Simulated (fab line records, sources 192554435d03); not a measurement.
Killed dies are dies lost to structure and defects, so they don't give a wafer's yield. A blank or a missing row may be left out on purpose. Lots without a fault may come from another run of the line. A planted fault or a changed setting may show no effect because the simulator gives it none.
Split-lot experiment | flow n5_finfet | 7 lots, 21 wafers read, on a route of 1938 steps

THE SPLIT
At N5_BEOL_M4_HM_DEP_02 (deposits TiN, target thk 20 nm), the setting target_thk_a was moved away from the recipe's 200 angstrom on 8 of the 21 wafers read, by -13.3% to +10.5%. The other wafers ran this setting at the recipe's value.

FROM THE SPLIT TO THE READING: what the file shows between them, 10 steps
- N5_BEOL_M4_COAT_62: time 60 s, resist thk 12 nm (also split here: spin_rpm)
- N5_BEOL_M4_COAT_73: time 60 s, resist thk 5 nm
- N5_BEOL_M4_COAT_05: resist thk 30 nm
- N5_BEOL_M4_DESCUM_16: chemistry O2, time 7 s
- N5_BEOL_M4_ETCH_74: etches underlayer in N2/H2, target depth 6.5 nm, time 5.2 s
- N5_BEOL_M4_ETCH_63: etches SiARC in CF4, target depth 15.6 nm, time 26 s
- N5_BEOL_M4_ETCH_64: etches SOC in N2/H2, target depth 75 nm, overetch 22.5 nm, time 121.9 s
- N5_BEOL_M4_STRIP_65: strips in N2/H2
- N5_BEOL_M4_STRIP_75: strips in N2/H2
- N5_BEOL_M4_STRIP_66: strips in CF4

THE READING
etch.depth_nm (the simulator's own value, which no gauge read), in nm, at N5_BEOL_M4_HM_OPEN_17 (chemistry Cl2/BCl3, target TiN, target depth 20 nm, overetch 6 nm). The file gives no usual value for it. The 13 wafers here that ran the recipe average 20.25 nm, standard deviation 0.21 nm.

wafer  | tool, chamber at the split | target_thk_a as run, angstrom | against the recipe | etch.depth_nm, nm | against lot-mates on the recipe
L074.2 | pvd_sputter-03, -          | 173.4                         | -13.3%             | 17.85             | -2.41
L074.3 | pvd_sputter-03, -          | 200                           | recipe             | 20.26             | -
L074.6 | pvd_sputter-03, -          | 173.4                         | -13.3%             | 17.68             | -2.58
L075.2 | pvd_sputter-03, -          | 200                           | recipe             | 20.03             | -
L075.3 | pvd_sputter-03, -          | 200                           | recipe             | 20.12             | -
L075.6 | pvd_sputter-03, -          | 200                           | recipe             | 19.87             | -
L084.1 | pvd_sputter-03, -          | 200                           | recipe             | 20.28             | -
L084.5 | pvd_sputter-03, -          | 200                           | recipe             | 20.14             | -
L084.6 | pvd_sputter-03, -          | 200                           | recipe             | 20.25             | -
L087.3 | pvd_sputter-02, -          | 212.1                         | +6.0%              | 21.52             | +1.37
L087.4 | pvd_sputter-02, -          | 212.1                         | +6.0%              | 21.18             | +1.03
L087.6 | pvd_sputter-02, -          | 200                           | recipe             | 20.15             | -
L085.2 | pvd_sputter-01, -          | 200                           | recipe             | 20.55             | -
L085.4 | pvd_sputter-01, -          | 200                           | recipe             | 20.12             | -
L085.6 | pvd_sputter-01, -          | 200                           | recipe             | 20.59             | -
L088.1 | pvd_sputter-01, -          | 220.9                         | +10.5%             | 21.93             | no lot-mate on the recipe
L088.3 | pvd_sputter-01, -          | 220.9                         | +10.5%             | 21.89             | no lot-mate on the recipe
L088.4 | pvd_sputter-01, -          | 220.9                         | +10.5%             | 21.54             | no lot-mate on the recipe
L090.2 | pvd_sputter-02, -          | 200                           | recipe             | 20.42             | -
L090.3 | pvd_sputter-02, -          | 200                           | recipe             | 20.51             | -
L090.5 | pvd_sputter-02, -          | 215.1                         | +7.5%              | 22.12             | +1.65

THE FIT
A straight line over all 21 wafers: etch.depth_nm changes by +0.175 nm for each +1% of target_thk_a; r = +0.97; the points scatter about the line by 0.26 nm.
The same after taking each lot's own level away (the mean of its wafers on the recipe; 18 wafers): +0.193 nm for each +1%; r = +0.99; scatter 0.14 nm.
On that fit, the largest move of target_thk_a shifts the reading by 2.6 nm.
The lots' own levels span 20.007 to 20.465 nm, that is 2.2 times the standard deviation above.
So the lot-to-lot level changes the slope little: the two slopes agree.
Check: with one of the wafers moved furthest among these (-13.3%) left out of the fit, the line predicts -2.64 nm for it against its lot-mates. It came out at -2.41 nm against them.

OTHER SPLITS ON THESE WAFERS
These wafers also went through other splits before the reading. Each is held against what the fit with the lots' levels taken away leaves over:
other split on the same wafers           | wafers away from the commonest value | r with etch.depth_nm (lot level and that fit taken away)
N5_MOL_CONTACT_COAG_ALD_123 ald_cycles   | 7                                    | +0.10
N5_MOL_CONTACT_COAG_CVD_140 target_thk_a | 9                                    | +0.17
N5_BEOL_M0_ETCH_128 source_w             | 8                                    | -0.17
N5_BEOL_M0_ETCH_109 bias_w               | 4                                    | -0.09
N5_BEOL_M1_EXPOSE_25 dose_mj             | 6                                    | -0.31
N5_BEOL_M2_ETCH_69 bias_w                | 4                                    | +0.02
N5_BEOL_M4_COAT_62 spin_rpm              | 7                                    | +0.05

THE WHOLE CHAIN: every reading that the file lists as answering this split, in the file's order
step                  | what it does                                                      | reading                                                                          | change (the file's fit)               | r (the file's)
N5_BEOL_M4_HM_DEP_02  | deposits TiN, target thk 20 nm                                    | TiN_of_BEOL_M4_HM_DEP_02.thk_nm (the simulator's own value, which no gauge read) | +0.197 nm for each +1% of the setting | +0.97
N5_BEOL_M4_HM_OPEN_17 | chemistry Cl2/BCl3, target TiN, target depth 20 nm, overetch 6 nm | etch.depth_nm (the simulator's own value, which no gauge read)                   | +0.195 nm for each +1% of the setting | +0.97

THE FILE'S OWN FIT
etch.depth_nm changes by +0.195 nm for each +1% of target_thk_a, r = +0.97.
